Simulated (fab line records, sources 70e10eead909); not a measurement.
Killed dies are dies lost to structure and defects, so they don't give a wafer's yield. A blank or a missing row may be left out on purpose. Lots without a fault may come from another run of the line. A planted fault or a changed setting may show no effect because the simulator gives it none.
Chamber matching | flow nand_harc | NHARC_P_CONTACT_DEP_30 on pecvd-02: 3 sister chambers
The step deposits SiNx, target thk 30 nm. 3 wafers are shown with their chamber, then 9 later ones without.

WAFERS WITH THEIR CHAMBER
wafer  | chamber | heater_power_w (W)
L084.1 | 1       | 640
L089.5 | 2       | 877
L089.6 | 0       | 526

WAFERS WITHOUT THEIR CHAMBER
wafer  | heater_power_w (W)
L090.2 | 763
L090.5 | 829
L090.6 | 528
L091.1 | 706
L091.5 | 899
L091.6 | 721
L093.1 | 739
L093.4 | 492
L093.6 | 904

WHICH CHAMBER EACH WENT THROUGH
wafer  | from the rows above          | in truth
L090.2 | can't be placed: 2 or 1 or 0 | 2
L090.5 | 2                            | 2
L090.6 | can't be placed: 0 or 1      | 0
L091.1 | can't be placed: 1 or 2 or 0 | 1
L091.5 | 2                            | 2
L091.6 | can't be placed: 1 or 2 or 0 | 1
L093.1 | can't be placed: 1 or 2 or 0 | 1
L093.4 | can't be placed: 0 or 1      | 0
L093.6 | 2                            | 2
Placed correctly: 3 of 9. Can't be placed from these rows: 6 (the true chamber is among the candidates in 6). Placed wrongly: 0.
How it was worked out, from the rows above alone: a wafer's distance from a chamber is the root of the sum, over the readings, of the square of ((its reading less the chamber's mean) divided by the reading's scatter). The wafer belongs to the nearest chamber; if the next one is less than 2 further off, it can't be placed. A chamber's mean is the mean of its shown wafers. The scatter: with one shown wafer a chamber, the root of the mean of the squares of how far each hidden wafer lies from its nearest shown one.
